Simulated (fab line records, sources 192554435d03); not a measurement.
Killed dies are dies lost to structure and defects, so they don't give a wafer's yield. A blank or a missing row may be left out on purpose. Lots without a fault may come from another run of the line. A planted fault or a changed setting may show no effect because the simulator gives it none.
A struck lot beside a sound one | flow n5_finfet | 38 steps out of a route of 1938
Sound: wafers L291.2, L291.3, L291.5. Struck: wafers L301.2, L301.5. The cause comes at the end.
At each step with rows: each side's tool, then ch and its chambers, then its first start. Under that, the readings that differ: sound wafers | struck wafers | difference of the means | sigmas: that difference in standard deviations of wafers without a fault.
alike: readings whose means differ by less than 2 such deviations, and words and numbers that are the same on both sides. not compared: withheld readings, readings that some wafer has no value for, bounds like >300 that may hide the same value, and numbers for which the record gives no deviation and whose values overlap.
The two part at a step that has a row with sigmas, a row that says differs or no value, or rows on one side only. Numbers that don't overlap but have no deviation are shown without sigmas and don't part them. A reading that every wafer of one side lacks parts them only if that side has two wafers or more.

first, 9 steps without rows for these wafers: N5_BEOL_M1_ANNEAL_95 (time 240 s); N5_BEOL_M1_SPUTTER_96 (material Cu, target thk 4.5 nm, time 8.29 s); N5_BEOL_M1_ECD_50 (material Cu, target thk 300 nm); N5_BEOL_M1_ANNEAL_51 (time 90 s); N5_BEOL_M1_CMP_52 (polishes, stops on SiOC, t overpolish 6.8 s, target thk 40 nm); N5_BEOL_M1_PRE_CLEAN_60 (time 15 s); N5_BEOL_M1_CO_CAP_55 (material Co, precursor CCTBA/H2, target thk 2 nm, time 102.1 s); N5_BEOL_M1_PRE_CLEAN_56 (time 15 s); N5_BEOL_M1_DEP_57 (deposits SiCN from 3MS/NH3, target thk 8 nm, time 14 s).
N5_BEOL_M2_ILD_DEP_00: deposits SiOC from DEMS/O2, target thk 79 nm, time 15.3 s.
  sound on pecvd-02 ch 0,2, day 8 00:05; struck on pecvd-02 ch 0,1, day 10 03:59
  reading                                      | sound          | struck    | difference | sigmas
  model.SiOC_of_BEOL_M2_ILD_DEP_00.thk_nm (nm) | 78.2 78.4 79.2 | 90.6 90.8 | +12.1      |
  alike: heater_power_w, showerhead_plenum_p_Torr, throttle_valve_pct
N5_BEOL_M2_THK_MEAS_01:
  sound on film_metro-02, day 8 00:08; struck on film_metro-02, day 10 04:03
  reading         | sound          | struck    | difference | sigmas
  M2_ILD_THK (nm) | 78.1 78.3 79.3 | 90.6 90.9 | +12.2      | +11
then, 24 steps without rows for these wafers: N5_BEOL_M2_PECVD_72 (deposits SiO2 from TEOS/O2, target thk 16 nm, time 18 s); N5_BEOL_M2_HM_DEP_02 (deposits TiN, target thk 20 nm); N5_BEOL_M2_COAT_61 (time 60 s, resist thk 60 nm); N5_BEOL_M2_COAT_62 (time 60 s, resist thk 12 nm); N5_BEOL_M2_COAT_73 (time 60 s, resist thk 5 nm); N5_BEOL_M2_COAT_05 (resist thk 30 nm); N5_BEOL_M2_EBR_07; N5_BEOL_M2_SOFTBAKE_06 (time 60 s); N5_BEOL_M2_EXPOSE_08 (exposes mask M2); N5_BEOL_M2_PEB_09 (peb time 60 s); N5_BEOL_M2_DEVELOP_10 (develop time 30 s); N5_BEOL_M2_DESCUM_16 (chemistry O2, time 7 s); N5_BEOL_M2_ETCH_74 (etches underlayer in N2/H2, target depth 6.5 nm, time 5.2 s); N5_BEOL_M2_ETCH_63 (etches SiARC in CF4, target depth 15.6 nm, time 26 s); N5_BEOL_M2_ETCH_64 (etches SOC in N2/H2, target depth 75 nm, overetch 22.5 nm, time 121.9 s); N5_BEOL_M2_STRIP_65 (strips in N2/H2); N5_BEOL_M2_STRIP_75 (strips in N2/H2); N5_BEOL_M2_STRIP_66 (strips in CF4); N5_BEOL_M2_HM_OPEN_17 (chemistry Cl2/BCl3, target TiN, target depth 20 nm, overetch 6 nm); N5_BEOL_M2_STRIP_19 (strips in O2); N5_BEOL_M2_COAT_67 (time 60 s, resist thk 60 nm); N5_BEOL_M2_COAT_68 (time 60 s, resist thk 12 nm); N5_BEOL_M2_COAT_76 (time 60 s, resist thk 5 nm); N5_BEOL_M2_COAT_22 (resist thk 30 nm).
N5_BEOL_M2_CMP_52: polishes, stops on SiOC, t overpolish 6.8 s, target thk 40 nm.
  sound on cmp-01 ch 1,2, day 8 08:16; struck on cmp-02 ch 0,3, day 10 18:44
  reading                                      | sound          | struck    | difference | sigmas
  model.SiOC_of_BEOL_M2_ILD_DEP_00.thk_nm (nm) | 75.2 75.4 76.2 | 87.6 87.8 | +12.1      |
  alike: motor_current_A
N5_BEOL_M4_RC_MEAS_101:
  sound on prober-02 ch 0, day 9 15:13; struck on prober-02 ch 0, day 12 03:12
  alike: DIBL_N, DIBL_P, IOFF_N, IOFF_P, ION_N, ION_P, SS_N, SS_P, VT_N, VT_P
then, 1 step without rows for these wafers: N5_PASSIVATION_PROBE_49.

WHERE THEY PART
Only at N5_BEOL_M2_THK_MEAS_01, within this record. Later steps at which nothing parts them and some readings are alike: N5_BEOL_M2_CMP_52, N5_BEOL_M4_RC_MEAS_101.

WHY: what the simulator had put in
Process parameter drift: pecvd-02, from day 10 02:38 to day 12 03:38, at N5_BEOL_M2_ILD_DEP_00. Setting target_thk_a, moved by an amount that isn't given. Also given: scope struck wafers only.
